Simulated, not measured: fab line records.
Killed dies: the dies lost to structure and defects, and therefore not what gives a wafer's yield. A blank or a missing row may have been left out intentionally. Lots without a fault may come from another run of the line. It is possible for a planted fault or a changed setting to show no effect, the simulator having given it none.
fab line records	flow n5Finfet	part 1 of 2: steps 1 to 24 of 30
record: lots: 5	wafers: 15	lastDay: 18
route steps=1938 shown ILD0@340 SDB@347
lots untouched by any fault: they come from a run of this same line in which no faults occurred
startH: the number of hours between the record's first day and the start of the first shown wafer of the lot	waitH: hours from the lot's prior step to this one	" as in the row above	L1.1+2: a row that stands for several wafers	- either no value or no given start	* or withheld: withheld	< > ~ a bound
route shown NAME@n: NAME is a module with steps in the file, n the number in the route of the first one	usual: the fault-free wafers' mean and standard deviation	same: alike in all rows	chamber/n: place in a boat	sites: per-site readings	_std_site: standard deviation of those values	_edge_site: inner sites' mean taken away from outer sites' mean	radiusMm: how far each site lies from the wafer's centre	mask NAME#n: copy n	behind: the most recent tool/chamber to have shaped the wafer	hold: what put the lot on hold/how long, in hours/how the hold closed	device: the transistor (n, p or np) that didn't switch	end of line: the tests these same wafers got at the end of their route	where a step has no rows: the recipe by itself	killed: count of dies lost to structure and defects at first sort (not the wafer's yield)	map: the dies of a wafer, with x for killed, . for not killed, _ for no die there
set.NAME: the setting that was run; set.NAME@STEP: the one run at that earlier step	model.NAME: the simulator's own value behind a step, which no gauge read
certain route steps with their lots: each step a table, each wafer a row
services: when a tool's chamber went out of use (startH, in hours from the record's first day, below 0 if earlier), for how many hours, and the reason
== steps ==
step: N5_ILD0_CMP_07
recipe: stopOn: poly-Si	material: SiO2_flowable	tOverpolishS: 1.18	postCmpClean: alkalineBrush	downForcePsi: 4.1491	platenRpm: 51.796	padVelocityMS: 1.0306	targetThkNm: 138.88
usual: motorCurrentA: 12.2/0.94
lot.wafer	tool	chamber	startH	waitH	motorCurrentA
L077.2	cmp-02	3	78.38	0.0	12.1
L077.1	"	1	"	"	11.5
L077.5	"	0	"	"	13.3
L082.3	cmp-02	3	113.49	0.1	11.6
L082.1	"	1	"	"	12.3
L082.6	"	2	"	"	11.9
L092.4	cmp-02	2	169.35	0.1	12.0
L092.5	"	1	"	"	12.0
L092.6	"	2	"	"	11.3
L095.1	cmp-01	1	192.14	0.1	12.7
L095.3	"	3	"	"	11.0
L095.5	"	0	"	"	13.4
L096.3	cmp-01	1	199.11	0.1	13.1
L096.6	"	0	"	"	12.8
L096.5	"	1	"	"	12.7
step: N5_ILD0_THK_MEAS_08
usual: thkNm: 139.0/0.87
lot.wafer	tool	chamber	startH	waitH	thkNm
L077.1	filmMetro-02	-	78.67	-	139.8
L077.2	"	-	"	"	139.6
L077.5	"	-	"	"	139.6
L082.1	filmMetro-02	-	113.74	-	138.5
L082.3	"	-	"	"	139.4
L082.6	"	-	"	"	138.6
L092.4	filmMetro-02	-	169.61	-	139.4
L092.5	"	-	"	"	138.9
L092.6	"	-	"	"	138.0
L095.1	filmMetro-02	-	192.40	-	139.1
L095.3	"	-	"	"	141.7
L095.5	"	-	"	"	140.2
L096.3	filmMetro-01	-	199.37	-	139.1
L096.5	"	-	"	"	139.9
L096.6	"	-	"	"	139.0
step: N5_ILD0_PRECLEAN_10
recipe: chemistry: NF3:NH3	afsCycles: 5	timeS: 20	tempC: 30	sublimationTempC: 180	sublimationTimeS: 60	pressureTorr: 3	rfPowerW: 30
lot.wafer	tool	chamber	startH	waitH
L077.1+2+5	remotePlasma-02	0	78.71	0.0
L082.1+3+6	remotePlasma-02	1	113.78	0.0
L092.4+5+6	remotePlasma-02	0	169.97	0.4
L095.1+3+5	remotePlasma-01	0	192.44	0.0
L096.3+5+6	remotePlasma-02	1	199.63	0.3
step: N5_ILD0_ALD_15
recipe: material: SiNx	targetThkA: 240	tempC: 400	aldPrecursorFamily: SiH2I2	aldCoReactant: N2/H2-plasma	pulseTimeS: 1	aldCycles: 480	purgeTimeS: 2	coReactantPurgeTimeS: 2	pressureTorr: 2
usual: heaterPowerOuterW: 530/51	heaterPowerW: 849/71	precursorPulseHeightRel: 1.002/0.022	susceptorTempC: 400.00/0.22
same: purgeTimeS: 2
lot.wafer	tool	chamber	startH	waitH	heaterPowerOuterW	heaterPowerW	precursorPulseHeightRel	susceptorTempC
L077.1	aldSin-02	1	79.39	0.6	521	854	0.973	400.15
L077.2	"	3	"	"	622	831	1.017	400.12
L077.5	"	3	80.48	1.2	623	852	1.012	399.88
L082.1	aldSin-04	3	114.46	0.6	560	879	0.975	400.18
L082.3	"	0	"	"	448	712	1.013	399.95
L082.6	"	0	115.55	1.1	456	723	0.989	399.92
L092.4	aldSin-02	1	170.33	0.2	519	852	0.983	399.83
L092.5	"	1	171.41	1.2	502	858	0.985	399.93
L092.6	"	2	"	"	528	916	1.010	399.72
L095.1	aldSin-04	2	193.20	0.6	557	859	0.979	400.11
L095.3	"	3	"	"	535	866	0.991	400.32
L095.5	"	3	194.29	1.3	532	848	0.998	400.06
L096.3	aldSin-04	0	200.09	0.4	426	668	1.011	400.52
L096.5	"	3	201.17	1.2	531	848	1.002	399.92
L096.6	"	0	"	"	428	677	0.996	400.06
step: N5_ILD0_CMP_12
recipe: stopOn: poly-Si	material: SiNx	tOverpolishS: 6	postCmpClean: alkalineBrush	downForcePsi: 2.5	platenRpm: 51.8	padVelocityMS: 1.0307	targetThkNm: 17.67
usual: motorCurrentA: 8.8/0.6	overpolishRunS: 6.000/0.0085	timeToEndpointS: 29.4/2.1
lot.wafer	tool	chamber	startH	waitH	motorCurrentA	overpolishRunS	timeToEndpointS
L077.1	cmp-03	2	81.63	1.2	9.3	5.999	26.8
L077.2	"	0	"	"	7.8	6.004	26.5
L077.5	"	2	"	"	9.1	6.000	27.6
L082.3	cmp-02	2	116.74	1.2	8.7	6.022	28.5
L082.1	"	3	"	"	8.6	5.994	28.5
L082.6	"	1	"	"	8.7	6.001	33.2
L092.4	cmp-03	2	172.60	1.2	9.2	6.004	31.8
L092.6	"	0	"	"	7.4	6.009	30.1
L092.5	"	1	"	"	8.8	5.991	26.8
L095.1	cmp-03	0	195.44	1.2	7.8	5.992	29.8
L095.3	"	2	"	"	8.6	6.002	30.3
L095.5	"	0	"	"	7.4	5.997	28.5
L096.3	cmp-03	3	202.40	1.2	9.1	6.004	31.0
L096.5	"	0	"	"	8.2	5.991	30.5
L096.6	"	1	"	"	8.7	6.004	28.5
step: N5_ILD0_THK_MEAS_13
usual: thkNm: 18.0/1.1
lot.wafer	tool	chamber	startH	waitH	thkNm
L077.1	filmMetro-02	-	81.89	-	16.1
L077.2	"	-	"	"	17.4
L077.5	"	-	"	"	17.5
L082.1	filmMetro-01	-	116.96	-	16.7
L082.3	"	-	"	"	17.6
L082.6	"	-	"	"	18.3
L092.4	filmMetro-02	-	172.82	-	18.6
L092.5	"	-	"	"	18.5
L092.6	"	-	"	"	18.5
L095.1	filmMetro-02	-	195.69	-	20.2
L095.3	"	-	"	"	19.0
L095.5	"	-	"	"	18.8
L096.3	filmMetro-01	-	202.59	-	18.0
L096.5	"	-	"	"	19.5
L096.6	"	-	"	"	17.7
step: N5_ILD0_INSPECT_06
recipe: inspectInstrument: darkfield	mode: postCmp
usual: rawDefectCount: 39/18
lot.wafer	tool	chamber	startH	waitH	rawDefectCount
L077.1	defectInspect-02	-	81.91	0.0	59
L077.2	"	-	"	"	57
L077.5	"	-	"	"	41
L082.1	defectInspect-01	-	116.98	0.0	34
L082.3	"	-	"	"	38
L082.6	"	-	"	"	26
L092.4	defectInspect-02	-	172.85	0.0	29
L092.5	"	-	"	"	31
L092.6	"	-	"	"	20
L095.1	defectInspect-02	-	195.72	0.0	39
L095.3	"	-	"	"	38
L095.5	"	-	"	"	46
L096.3	defectInspect-01	-	202.61	0.0	47
L096.5	"	-	"	"	46
L096.6	"	-	"	"	51
step: N5_SDB_HM_DEP_00
recipe: material: SiNx	targetThkA: 400	tempC: 400	precursor: SiH4/NH3/N2	pressureTorr: 1.5	rfW: 300	timeS: 35.3
usual: heaterPowerOuterW: 441/68	heaterPowerW: 728/96	showerheadPlenumPTorr: 5.10/0.052	susceptorTempC: 399.99/0.24	throttleValvePct: 40.0/2.6
lot.wafer	tool	chamber	startH	waitH	heaterPowerOuterW	heaterPowerW	showerheadPlenumPTorr	susceptorTempC	throttleValvePct
L077.1	pecvd-01	2	81.95	0.0	507	793	5.18	400.23	35.2
L077.2	"	1	"	"	370	616	5.04	400.13	38.9
L077.5	"	2	"	"	496	788	5.19	400.20	35.5
L082.1	pecvd-03	1	117.02	0.0	430	680	5.09	399.90	43.2
L082.3	"	2	"	"	435	733	5.04	399.99	38.0
L082.6	"	0	"	"	370	672	5.05	399.81	43.1
L092.4	pecvd-02	0	172.91	0.1	486	796	5.12	400.04	40.6
L092.5	"	2	"	"	541	865	5.16	399.75	39.0
L092.6	"	1	"	"	408	704	5.12	400.03	40.4
L095.1	pecvd-01	1	195.76	0.0	353	597	5.02	400.00	39.1
L095.3	"	2	"	"	514	820	5.19	400.13	35.6
L095.5	"	1	"	"	348	569	5.02	400.21	39.0
L096.3	pecvd-02	2	202.65	0.0	611	971	5.15	400.38	39.2
L096.5	"	2	"	"	628	972	5.17	400.40	39.0
L096.6	"	1	"	"	382	671	5.13	399.73	40.5
step: N5_SDB_COAT_03
recipe: resist: SOC	tempC: 250	timeS: 60	spinRpm: 1500	resistThkNm: 100
lot.wafer	tool	chamber	startH	waitH
L077.1+2+5	lithoTrack-05	0	82.03	0.1
L082.1+3+6	lithoTrack-05	0	117.10	0.1
L092.4+5+6	lithoTrack-04	0	172.97	0.0
L095.1+3+5	lithoTrack-05	0	195.84	0.1
L096.3+5+6	lithoTrack-01	0	202.73	0.1
step: N5_SDB_COAT_04
recipe: resist: SiARC	tempC: 220	timeS: 60	spinRpm: 1500	resistThkNm: 18
lot.wafer	tool	chamber	startH	waitH
L077.1+2+5	lithoTrack-05	0	-	-
L082.1+3+6	lithoTrack-05	0	-	-
L092.4+5+6	lithoTrack-04	0	-	-
L095.1+3+5	lithoTrack-05	0	-	-
L096.3+5+6	lithoTrack-01	0	-	-
step: N5_SDB_COAT_05
recipe: resist: CAR-ArF	spinRpm: 1500	resistThkNm: 90
lot.wafer	tool	chamber	startH	waitH
L077.1+2+5	lithoTrack-05	0	-	-
L082.1+3+6	lithoTrack-05	0	-	-
L092.4+5+6	lithoTrack-04	0	-	-
L095.1+3+5	lithoTrack-05	0	-	-
L096.3+5+6	lithoTrack-01	0	-	-
step: N5_SDB_EBR_07
recipe: solvent: PGMEA	ebrWidthMm: 1.5
lot.wafer	tool	chamber	startH	waitH
L077.1+2+5	lithoTrack-05	0	-	-
L082.1+3+6	lithoTrack-05	0	-	-
L092.4+5+6	lithoTrack-04	0	-	-
L095.1+3+5	lithoTrack-05	0	-	-
L096.3+5+6	lithoTrack-01	0	-	-
step: N5_SDB_SOFTBAKE_06
recipe: tempC: 110	timeS: 60	resist: CAR-ArF
lot.wafer	tool	chamber	startH	waitH
L077.1+2+5	lithoTrack-05	0	-	-
L082.1+3+6	lithoTrack-05	0	-	-
L092.4+5+6	lithoTrack-04	0	-	-
L095.1+3+5	lithoTrack-05	0	-	-
L096.3+5+6	lithoTrack-01	0	-	-
step: N5_SDB_EXPOSE_08
recipe: maskId: SDB	na: 1.35	sourceShape: conventional	sigmaOuter: 0.5	polarization: unpolarized	doseMj: 49.6
same: sigmaOuter: 0.5
lot.wafer	tool	chamber	startH	waitH	mask
L077.1+2+5	arfiScanner-01	0	82.27	-	SDB#0
L082.1+3+6	arfiScanner-01	0	117.34	-	SDB#0
L092.4+5+6	arfiScanner-03	0	173.10	-	SDB#0
L095.1+3+5	arfiScanner-03	0	196.08	-	SDB#0
L096.3+5+6	arfiScanner-03	0	202.86	-	SDB#0
step: N5_SDB_PEB_09
recipe: pebTempC: withheld	pebTimeS: 60	resist: CAR-ArF
lot.wafer	tool	chamber	startH	waitH
L077.1+2+5	lithoTrack-04	0	82.33	0.1
L082.1+3+6	lithoTrack-05	0	117.40	0.1
L092.4+5+6	lithoTrack-05	0	173.15	0.0
L095.1+3+5	lithoTrack-04	0	196.14	0.1
L096.3+5+6	lithoTrack-01	0	202.91	0.0
step: N5_SDB_DEVELOP_10
recipe: developTimeS: 30	developer: TMAH	resist: CAR-ArF	rinseLiquid: diw	dry: airSpin	devTempC: 23
same: developTimeS: 30
lot.wafer	tool	chamber	startH	waitH
L077.1+2+5	lithoTrack-04	0	-	-
L082.1+3+6	lithoTrack-05	0	-	-
L092.4+5+6	lithoTrack-05	0	-	-
L095.1+3+5	lithoTrack-04	0	-	-
L096.3+5+6	lithoTrack-01	0	-	-
step: N5_SDB_CD_MEAS_11
recipe: targetCdNm: 50	landingEnergyEv: 500	detector: seInlens	polarity: opening
usual: cdNm: 49.9/1.1
lot.wafer	tool	chamber	startH	waitH	cdNm
L077.1	cdSem-01	0	82.40	-	49.7
L077.2	"	0	"	"	50.7
L077.5	"	0	"	"	50.6
L082.1	cdSem-03	0	117.47	-	48.6
L082.3	"	0	"	"	48.0
L082.6	"	0	"	"	48.1
L092.4	cdSem-02	0	173.21	-	49.4
L092.5	"	0	"	"	49.8
L092.6	"	0	"	"	50.5
L095.1	cdSem-02	0	196.21	-	50.8
L095.3	"	0	"	"	49.1
L095.5	"	0	"	"	49.7
L096.3	cdSem-03	0	202.98	-	52.0
L096.5	"	0	"	"	50.3
L096.6	"	0	"	"	50.9
step: N5_SDB_OVL_MEAS_12
recipe: pointsPerWafer: 44
usual: SDB_OVL: 0.0/0.7
lot.wafer	tool	chamber	startH	waitH	SDB_OVL[nm]
L077.1	overlay-01	0	82.43	0.0	0.3
L077.2	"	0	"	"	0.9
L077.5	"	0	"	"	0.5
L082.1	overlay-02	0	117.50	0.0	0.2
L082.3	"	0	"	"	0.9
L082.6	"	0	"	"	-0.3
L092.4	overlay-01	0	173.24	0.0	0.2
L092.5	"	0	"	"	-0.1
L092.6	"	0	"	"	1.1
L095.1	overlay-02	0	196.24	0.0	0.1
L095.3	"	0	"	"	-0.3
L095.5	"	0	"	"	-0.2
L096.3	overlay-01	0	203.00	0.0	0.5
L096.5	"	0	"	"	0.4
L096.6	"	0	"	"	-0.3
step: N5_SDB_INSPECT_13
recipe: mode: adi	inspectInstrument: brightfield
usual: rawDefectCount: 71/27
lot.wafer	tool	chamber	startH	waitH	rawDefectCount
L077.1	defectInspect-01	-	82.45	0.0	58
L077.2	"	-	"	"	190
L077.5	"	-	"	"	57
L082.1	defectInspect-01	-	117.52	0.0	69
L082.3	"	-	"	"	63
L082.6	"	-	"	"	65
L092.4	defectInspect-01	-	173.26	0.0	49
L092.5	"	-	"	"	46
L092.6	"	-	"	"	83
L095.1	defectInspect-02	-	196.26	0.0	50
L095.3	"	-	"	"	37
L095.5	"	-	"	"	51
L096.3	defectInspect-01	-	203.03	0.0	54
L096.5	"	-	"	"	60
L096.6	"	-	"	"	51
step: N5_SDB_DESCUM_16
recipe: chemistry: O2	timeS: 7.9	sourcePowerW: 50	biasPowerW: 20	pressureMtorr: 20	rfFrequencyHz: 2.712e+07	tempC: 40	resist: CAR-ArF	o2FlowSccm: 225
usual: biasPowerW: 20.00/0.057	drypumpMotorCurrentA: 5.6/0.41	oesProductAu: 0.81/0.085	rfVppV: 243.7/1.2	showerheadPlenumPTorr: 2.13/0.066	throttleValvePct: 20.4/0.33
lot.wafer	tool	chamber	startH	waitH	biasPowerW	drypumpMotorCurrentA	oesProductAu	rfHoursCounterH	rfVppV	showerheadPlenumPTorr	throttleValvePct
L077.1	rieDiel-06	3	82.49	0.0	20.02	6.5	0.73	173	245.3	2.16	20.5
L077.2	"	0	"	"	19.94	5.5	0.75	160	243.4	2.09	20.2
L077.5	"	2	"	"	19.90	5.0	0.86	-	241.4	2.03	20.5
L082.1	rieDiel-03	1	117.56	0.0	19.95	5.5	0.71	213	241.5	2.08	20.5
L082.3	"	3	"	"	19.94	5.7	0.69	-	243.4	2.15	21.0
L082.6	"	1	"	"	19.95	5.5	0.71	-	242.3	2.08	20.5
L092.4	rieDiel-04	2	173.30	0.0	19.99	5.6	0.86	45	244.0	2.12	19.9
L092.5	"	3	"	"	19.94	5.5	0.90	-	242.4	2.13	19.9
L092.6	"	0	"	"	20.00	5.4	0.83	-	246.0	2.23	20.8
L095.1	rieDiel-04	0	196.30	0.0	20.02	5.4	0.81	69	245.5	2.22	20.8
L095.3	"	3	"	"	20.09	5.5	0.89	41	243.9	2.13	19.9
L095.5	"	1	"	"	20.03	5.7	0.94	-	243.4	2.14	20.2
L096.3	rieDiel-04	0	203.06	0.0	19.97	5.4	0.81	71	246.0	2.22	20.8
L096.5	"	0	"	"	20.08	5.4	0.82	-	245.1	2.22	20.8
L096.6	"	1	"	"	19.90	5.8	0.94	-	245.0	2.14	20.2
step: N5_SDB_ETCH_17
recipe: chemistry: CF4	target: SiARC	targetDepthA: 234	maskMaterial: CAR-ArF	timeS: 39	ionEnergyEv: 80	pressureMtorr: 40	sourceW: 545	biasW: 36	Ar_flow_sccm: 100	cf4FlowSccm: 100	ends: cleared
usual: drypumpMotorCurrentA: 5.6/0.4	etchRfOnTimeS: 38.8/0.81	oesProductAu: 0.70/0.074	rfVppV: 184.4/1.1	showerheadPlenumPTorr: 2.17/0.059	throttleValvePct: 15.57/0.3
lot.wafer	tool	chamber	startH	waitH	drypumpMotorCurrentA	etchRfOnTimeS	oesProductAu	rfHoursCounterH	rfVppV	showerheadPlenumPTorr	throttleValvePct
L077.1	rieDiel-06	3	82.52	0.0	6.5	39.2	0.63	173	184.7	2.22	15.73
L077.2	"	0	"	"	5.5	38.8	0.64	160	184.4	2.15	15.48
L077.5	"	2	"	"	5.0	39.1	0.73	-	183.2	2.10	15.73
L082.1	rieDiel-03	1	117.61	0.0	5.6	41.0	0.59	213	183.6	2.12	15.64
L082.3	"	3	"	"	5.6	39.6	0.58	-	185.0	2.20	16.16
L082.6	"	1	"	"	5.6	41.0	0.60	-	183.6	2.12	15.67
L092.4	rieDiel-04	2	173.33	0.0	5.7	38.5	0.74	45	185.3	2.18	15.09
L092.5	"	3	"	"	5.5	38.0	0.77	-	184.6	2.18	15.11
L092.6	"	0	"	"	5.4	38.0	0.71	-	186.1	2.25	15.75
L095.1	rieDiel-04	0	196.33	0.0	5.4	38.1	0.70	69	184.9	2.25	15.76
L095.3	"	3	"	"	5.5	38.1	0.77	41	184.9	2.18	15.12
L095.5	"	1	"	"	5.7	38.2	0.81	-	185.5	2.19	15.37
L096.3	rieDiel-04	0	203.10	0.0	5.4	38.1	0.70	71	185.9	2.25	15.80
L096.5	"	0	"	"	5.4	38.3	0.69	-	185.6	2.25	15.79
L096.6	"	1	"	"	5.7	38.3	0.81	-	185.2	2.19	15.39
step: N5_SDB_ETCH_18
recipe: chemistry: N2/H2	target: SOC	targetDepthA: 1000	overetchA: 200	maskMaterial: SiARC	tempC: 40	timeS: 150	ionEnergyEv: 200	pressureMtorr: 30	sourceW: 840	biasW: 150	n2FlowSccm: 200	h2FlowSccm: 200
usual: drypumpMotorCurrentA: 5.6/0.4	n2FlowSccm: 200.1/0.64	oesProductAu: 0.73/0.071	rfVppV: 525.0/2.3	showerheadPlenumPTorr: 2.59/0.078	throttleValvePct: 17.8/0.34
lot.wafer	tool	chamber	startH	waitH	drypumpMotorCurrentA	n2FlowSccm	oesProductAu	rfHoursCounterH	rfVppV	showerheadPlenumPTorr	throttleValvePct
L077.1	rieDiel-06	3	82.56	0.0	6.5	200.1	0.66	173	525.0	2.64	18.1
L077.2	"	0	"	"	5.5	200.1	0.67	160	524.1	2.54	17.6
L077.5	"	2	"	"	5.0	200.1	0.76	-	522.9	2.48	18.0
L082.1	rieDiel-03	1	117.66	0.0	5.6	199.5	0.64	214	522.5	2.51	17.8
L082.3	"	3	"	"	5.7	199.4	0.61	-	526.0	2.62	18.5
L082.6	"	1	"	"	5.6	198.8	0.64	-	522.7	2.51	17.8
L092.4	rieDiel-04	2	173.37	0.0	5.7	200.0	0.77	45	524.5	2.59	17.4
L092.5	"	3	"	"	5.5	199.5	0.81	-	526.3	2.59	17.3
L092.6	"	0	"	"	5.4	200.2	0.74	-	528.0	2.70	18.1
L095.1	rieDiel-04	0	196.37	0.0	5.4	199.4	0.72	69	528.1	2.70	18.1
L095.3	"	3	"	"	5.5	199.6	0.78	41	525.0	2.58	17.3
L095.5	"	1	"	"	5.7	200.2	0.84	-	525.1	2.60	17.6
L096.3	rieDiel-04	0	203.13	0.0	5.4	200.6	0.73	71	528.4	2.69	18.1
L096.5	"	0	"	"	5.4	200.2	0.73	-	528.0	2.69	18.1
L096.6	"	1	"	"	5.7	200.5	0.83	-	525.4	2.60	17.6
step: N5_SDB_STRIP_19
recipe: chemistry: N2/H2	tempC: 40	n2FlowSccm: 200	h2FlowSccm: 200	rfFrequencyHz: 6e+07
lot.wafer	tool	chamber	startH	waitH
L077.1+2+5	rieDiel-06	3,0,2	82.69	0.1
L082.1+3+6	rieDiel-03	1,3,1	117.86	0.1
L092.4+5+6	rieDiel-04	2,3,0	173.49	0.1
L095.1+3+5	rieDiel-04	0,3,1	196.50	0.1
L096.3+5+6	rieDiel-04	0,0,1	203.26	0.1
step: N5_SDB_STRIP_21
recipe: chemistry: CF4	resist: SiARC	powerW: 300	biasPowerW: 75	pressureMtorr: 50	cf4FlowSccm: 150	rfFrequencyHz: 6e+07
usual: biasPowerW: 75.04/0.22	drypumpMotorCurrentA: 5.6/0.41	oesProductAu: 0.80/0.078	rfVppV: 271.7/1.4	showerheadPlenumPTorr: 1.82/0.049	throttleValvePct: 13.5/0.3
lot.wafer	tool	chamber	startH	waitH	biasPowerW	drypumpMotorCurrentA	oesProductAu	rfHoursCounterH	rfVppV	showerheadPlenumPTorr	throttleValvePct
L077.1	rieDiel-06	3	82.70	0.0	74.98	6.5	0.74	173	273.0	1.86	13.7
L077.2	"	0	"	"	75.10	5.5	0.75	160	271.2	1.80	13.5
L077.5	"	2	"	"	75.10	5.0	0.84	-	270.7	1.76	13.6
L082.1	rieDiel-03	1	117.87	0.0	75.08	5.6	0.71	214	270.7	1.77	13.7
L082.3	"	3	"	"	75.14	5.7	0.68	-	271.7	1.85	14.2
L082.6	"	1	"	"	75.29	5.5	0.71	-	270.5	1.77	13.7
L092.4	rieDiel-04	2	173.50	0.0	74.95	5.7	0.85	45	271.6	1.82	13.1
L092.5	"	3	"	"	74.98	5.5	0.88	-	272.9	1.83	13.1
L092.6	"	0	"	"	74.96	5.4	0.81	-	273.3	1.88	13.7
L095.1	rieDiel-04	0	196.51	0.0	75.49	5.4	0.81	69	273.5	1.88	13.7
L095.3	"	3	"	"	75.06	5.5	0.87	41	271.2	1.83	13.1
L095.5	"	1	"	"	74.80	5.8	0.93	-	272.1	1.83	13.3
L096.3	rieDiel-04	0	203.27	0.0	74.67	5.4	0.80	71	272.6	1.88	13.7
L096.5	"	0	"	"	74.75	5.4	0.80	-	273.7	1.88	13.7
L096.6	"	1	"	"	75.04	5.7	0.91	-	272.0	1.83	13.3
